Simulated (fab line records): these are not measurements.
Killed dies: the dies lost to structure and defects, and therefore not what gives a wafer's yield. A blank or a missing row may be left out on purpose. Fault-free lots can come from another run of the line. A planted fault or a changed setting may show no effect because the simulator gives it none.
Split-lot study / flow n5Finfet / on a route of 1938 steps: 7 lots, 39 wafers read

ABOUT THE SPLIT
At N5_DUMMY_GATE_ETCH_31 (etches SiO2 in C4F6/O2, target depth 82.5 nm, time 27.5 s), the setting targetDepthA was moved away from the recipe's 825 angstrom on 18 of the 39 wafers read, by -6.6% to +12.8%. For the rest of the wafers, this setting stayed at what the recipe calls for.

The reading comes from the split's own step.

THE READING
SOC_of_DUMMY_GATE_COAT_34.thkNm (the simulator's own value, which no gauge read), in nm, at N5_DUMMY_GATE_ETCH_31 (etches SiO2 in C4F6/O2, target depth 82.5 nm, time 27.5 s). No usual value for it is given in the file. Across the 21 wafers here that went through the recipe, the average is 51.8 nm and the standard deviation 0.25 nm.

wafer=L074.1; tool, chamber at the split=rieDiel-01, 3; targetDepthA as run, angstrom=854.3; against the recipe=+3.6%; SOC_of_DUMMY_GATE_COAT_34.thkNm, nm=51.4; against lot-mates on the recipe=-0.5
wafer=L074.2; tool, chamber at the split=rieDiel-01, 1; targetDepthA as run, angstrom=825; against the recipe=recipe; SOC_of_DUMMY_GATE_COAT_34.thkNm, nm=52; against lot-mates on the recipe=-
wafer=L074.3; tool, chamber at the split=rieDiel-01, 0; targetDepthA as run, angstrom=854.3; against the recipe=+3.6%; SOC_of_DUMMY_GATE_COAT_34.thkNm, nm=51.4; against lot-mates on the recipe=-0.5
wafer=L074.4; tool, chamber at the split=rieDiel-01, 2; targetDepthA as run, angstrom=825; against the recipe=recipe; SOC_of_DUMMY_GATE_COAT_34.thkNm, nm=52.2; against lot-mates on the recipe=-
wafer=L074.5; tool, chamber at the split=rieDiel-01, 3; targetDepthA as run, angstrom=825; against the recipe=recipe; SOC_of_DUMMY_GATE_COAT_34.thkNm, nm=51.6; against lot-mates on the recipe=-
wafer=L074.6; tool, chamber at the split=rieDiel-01, 0; targetDepthA as run, angstrom=854.3; against the recipe=+3.6%; SOC_of_DUMMY_GATE_COAT_34.thkNm, nm=51.2; against lot-mates on the recipe=-0.7
wafer=L075.2; tool, chamber at the split=rieDiel-01, 2; targetDepthA as run, angstrom=825; against the recipe=recipe; SOC_of_DUMMY_GATE_COAT_34.thkNm, nm=52.2; against lot-mates on the recipe=-
wafer=L075.3; tool, chamber at the split=rieDiel-01, 3; targetDepthA as run, angstrom=825; against the recipe=recipe; SOC_of_DUMMY_GATE_COAT_34.thkNm, nm=51.6; against lot-mates on the recipe=-
wafer=L075.4; tool, chamber at the split=rieDiel-01, 1; targetDepthA as run, angstrom=825; against the recipe=recipe; SOC_of_DUMMY_GATE_COAT_34.thkNm, nm=51.8; against lot-mates on the recipe=-
wafer=L077.1; tool, chamber at the split=rieDiel-05, 2; targetDepthA as run, angstrom=825; against the recipe=recipe; SOC_of_DUMMY_GATE_COAT_34.thkNm, nm=52; against lot-mates on the recipe=-
wafer=L077.2; tool, chamber at the split=rieDiel-05, 3; targetDepthA as run, angstrom=925.3; against the recipe=+12.2%; SOC_of_DUMMY_GATE_COAT_34.thkNm, nm=50.6; against lot-mates on the recipe=-1.3
wafer=L077.3; tool, chamber at the split=rieDiel-05, 0; targetDepthA as run, angstrom=825; against the recipe=recipe; SOC_of_DUMMY_GATE_COAT_34.thkNm, nm=51.8; against lot-mates on the recipe=-
wafer=L077.4; tool, chamber at the split=rieDiel-05, 1; targetDepthA as run, angstrom=825; against the recipe=recipe; SOC_of_DUMMY_GATE_COAT_34.thkNm, nm=52; against lot-mates on the recipe=-
wafer=L077.5; tool, chamber at the split=rieDiel-05, 1; targetDepthA as run, angstrom=925.3; against the recipe=+12.2%; SOC_of_DUMMY_GATE_COAT_34.thkNm, nm=51; against lot-mates on the recipe=-0.9
wafer=L077.6; tool, chamber at the split=rieDiel-05, 0; targetDepthA as run, angstrom=925.3; against the recipe=+12.2%; SOC_of_DUMMY_GATE_COAT_34.thkNm, nm=50.8; against lot-mates on the recipe=-1.1
wafer=L078.1; tool, chamber at the split=rieDiel-01, 0; targetDepthA as run, angstrom=825; against the recipe=recipe; SOC_of_DUMMY_GATE_COAT_34.thkNm, nm=51.6; against lot-mates on the recipe=-
wafer=L078.2; tool, chamber at the split=rieDiel-01, 1; targetDepthA as run, angstrom=825; against the recipe=recipe; SOC_of_DUMMY_GATE_COAT_34.thkNm, nm=51.6; against lot-mates on the recipe=-
wafer=L078.3; tool, chamber at the split=rieDiel-01, 2; targetDepthA as run, angstrom=875.6; against the recipe=+6.1%; SOC_of_DUMMY_GATE_COAT_34.thkNm, nm=51.4; against lot-mates on the recipe=-0.2
wafer=L078.4; tool, chamber at the split=rieDiel-01, 3; targetDepthA as run, angstrom=875.6; against the recipe=+6.1%; SOC_of_DUMMY_GATE_COAT_34.thkNm, nm=51; against lot-mates on the recipe=-0.6
wafer=L078.5; tool, chamber at the split=rieDiel-01, 3; targetDepthA as run, angstrom=825; against the recipe=recipe; SOC_of_DUMMY_GATE_COAT_34.thkNm, nm=51.6; against lot-mates on the recipe=-
wafer=L078.6; tool, chamber at the split=rieDiel-01, 0; targetDepthA as run, angstrom=875.6; against the recipe=+6.1%; SOC_of_DUMMY_GATE_COAT_34.thkNm, nm=51; against lot-mates on the recipe=-0.6
wafer=L083.1; tool, chamber at the split=rieDiel-02, 3; targetDepthA as run, angstrom=825; against the recipe=recipe; SOC_of_DUMMY_GATE_COAT_34.thkNm, nm=51.8; against lot-mates on the recipe=-
wafer=L083.2; tool, chamber at the split=rieDiel-02, 1; targetDepthA as run, angstrom=825; against the recipe=recipe; SOC_of_DUMMY_GATE_COAT_34.thkNm, nm=51.6; against lot-mates on the recipe=-
wafer=L083.3; tool, chamber at the split=rieDiel-02, 2; targetDepthA as run, angstrom=770.6; against the recipe=-6.6%; SOC_of_DUMMY_GATE_COAT_34.thkNm, nm=52.4; against lot-mates on the recipe=+0.8
wafer=L083.4; tool, chamber at the split=rieDiel-02, 0; targetDepthA as run, angstrom=770.6; against the recipe=-6.6%; SOC_of_DUMMY_GATE_COAT_34.thkNm, nm=51.8; against lot-mates on the recipe=+0.2
wafer=L083.5; tool, chamber at the split=rieDiel-02, 3; targetDepthA as run, angstrom=770.6; against the recipe=-6.6%; SOC_of_DUMMY_GATE_COAT_34.thkNm, nm=52.6; against lot-mates on the recipe=+1.0
wafer=L083.6; tool, chamber at the split=rieDiel-02, 0; targetDepthA as run, angstrom=825; against the recipe=recipe; SOC_of_DUMMY_GATE_COAT_34.thkNm, nm=51.4; against lot-mates on the recipe=-
wafer=L084.1; tool, chamber at the split=rieDiel-02, 0; targetDepthA as run, angstrom=825; against the recipe=recipe; SOC_of_DUMMY_GATE_COAT_34.thkNm, nm=51.4; against lot-mates on the recipe=-
wafer=L084.2; tool, chamber at the split=rieDiel-02, 1; targetDepthA as run, angstrom=858.8; against the recipe=+4.1%; SOC_of_DUMMY_GATE_COAT_34.thkNm, nm=51.4; against lot-mates on the recipe=-0.2
wafer=L084.3; tool, chamber at the split=rieDiel-02, 3; targetDepthA as run, angstrom=858.8; against the recipe=+4.1%; SOC_of_DUMMY_GATE_COAT_34.thkNm, nm=51.4; against lot-mates on the recipe=-0.2
wafer=L084.4; tool, chamber at the split=rieDiel-02, 2; targetDepthA as run, angstrom=858.8; against the recipe=+4.1%; SOC_of_DUMMY_GATE_COAT_34.thkNm, nm=51.6; against lot-mates on the recipe=+0.0
wafer=L084.5; tool, chamber at the split=rieDiel-02, 2; targetDepthA as run, angstrom=825; against the recipe=recipe; SOC_of_DUMMY_GATE_COAT_34.thkNm, nm=52; against lot-mates on the recipe=-
wafer=L084.6; tool, chamber at the split=rieDiel-02, 1; targetDepthA as run, angstrom=825; against the recipe=recipe; SOC_of_DUMMY_GATE_COAT_34.thkNm, nm=51.4; against lot-mates on the recipe=-
wafer=L090.1; tool, chamber at the split=rieDiel-02, 0; targetDepthA as run, angstrom=930.8; against the recipe=+12.8%; SOC_of_DUMMY_GATE_COAT_34.thkNm, nm=50.4; against lot-mates on the recipe=-1.5
wafer=L090.2; tool, chamber at the split=rieDiel-02, 3; targetDepthA as run, angstrom=930.8; against the recipe=+12.8%; SOC_of_DUMMY_GATE_COAT_34.thkNm, nm=50.8; against lot-mates on the recipe=-1.1
wafer=L090.3; tool, chamber at the split=rieDiel-02, 1; targetDepthA as run, angstrom=825; against the recipe=recipe; SOC_of_DUMMY_GATE_COAT_34.thkNm, nm=51.6; against lot-mates on the recipe=-
wafer=L090.4; tool, chamber at the split=rieDiel-02, 2; targetDepthA as run, angstrom=930.8; against the recipe=+12.8%; SOC_of_DUMMY_GATE_COAT_34.thkNm, nm=51; against lot-mates on the recipe=-0.9
wafer=L090.5; tool, chamber at the split=rieDiel-02, 3; targetDepthA as run, angstrom=825; against the recipe=recipe; SOC_of_DUMMY_GATE_COAT_34.thkNm, nm=52; against lot-mates on the recipe=-
wafer=L090.6; tool, chamber at the split=rieDiel-02, 2; targetDepthA as run, angstrom=825; against the recipe=recipe; SOC_of_DUMMY_GATE_COAT_34.thkNm, nm=52; against lot-mates on the recipe=-

THE FIT
A straight line over all 39 wafers: SOC_of_DUMMY_GATE_COAT_34.thkNm changes by -0.0814 nm for each +1% of targetDepthA; r = -0.87; the points scatter about the line by 0.24 nm.
The same after taking each lot's own level away (the mean of its wafers on the recipe; 39 wafers): -0.0913 nm for each +1%; r = -0.90; scatter 0.23 nm.
The reading moves by 1.2 nm for the largest change in targetDepthA, on that fit.
Across the lots, their own levels run from 51.60 to 51.93 nm, a range of 1.3 times the standard deviation given above.
Thus the slope moves with the lot-to-lot level: the two fits are different.
Check: for one of the wafers moved furthest among these (+12.8%), held out of the fit, the line's prediction against its lot-mates is -1.11 nm. It came out at -1.47 nm against them.

THE OTHER SPLITS THESE WAFERS WENT THROUGH
Note: prior to the reading, these wafers also went through further splits. Each is held against what the fit with the lots' levels taken away leaves over:
other split on the same wafers=N5_DUMMY_GATE_EXPOSE_12 doseMj; wafers away from the commonest value=15; r with SOC_of_DUMMY_GATE_COAT_34.thkNm (lot level and that fit taken away)=-0.40
other split on the same wafers=N5_DUMMY_GATE_ETCH_37 sourceW; wafers away from the commonest value=18; r with SOC_of_DUMMY_GATE_COAT_34.thkNm (lot level and that fit taken away)=-0.16

THE WHOLE CHAIN: every reading that the file lists as answering this split, in the file's order
step=N5_DUMMY_GATE_ETCH_31; what it does=etches SiO2 in C4F6/O2, target depth 82.5 nm, time 27.5 s; reading=etch.depthNm (the simulator's own value, which no gauge read); change (the file's fit)=+0.831 nm for each +1% of the setting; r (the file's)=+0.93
step=N5_DUMMY_GATE_ETCH_31; what it does=etches SiO2 in C4F6/O2, target depth 82.5 nm, time 27.5 s; reading=SOC_of_DUMMY_GATE_COAT_34.thkNm (the simulator's own value, which no gauge read); change (the file's fit)=-0.0905 nm for each +1% of the setting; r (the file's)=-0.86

FILE'S OWN FIT
SOC_of_DUMMY_GATE_COAT_34.thkNm changes by -0.0905 nm for each +1% of targetDepthA, r = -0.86.
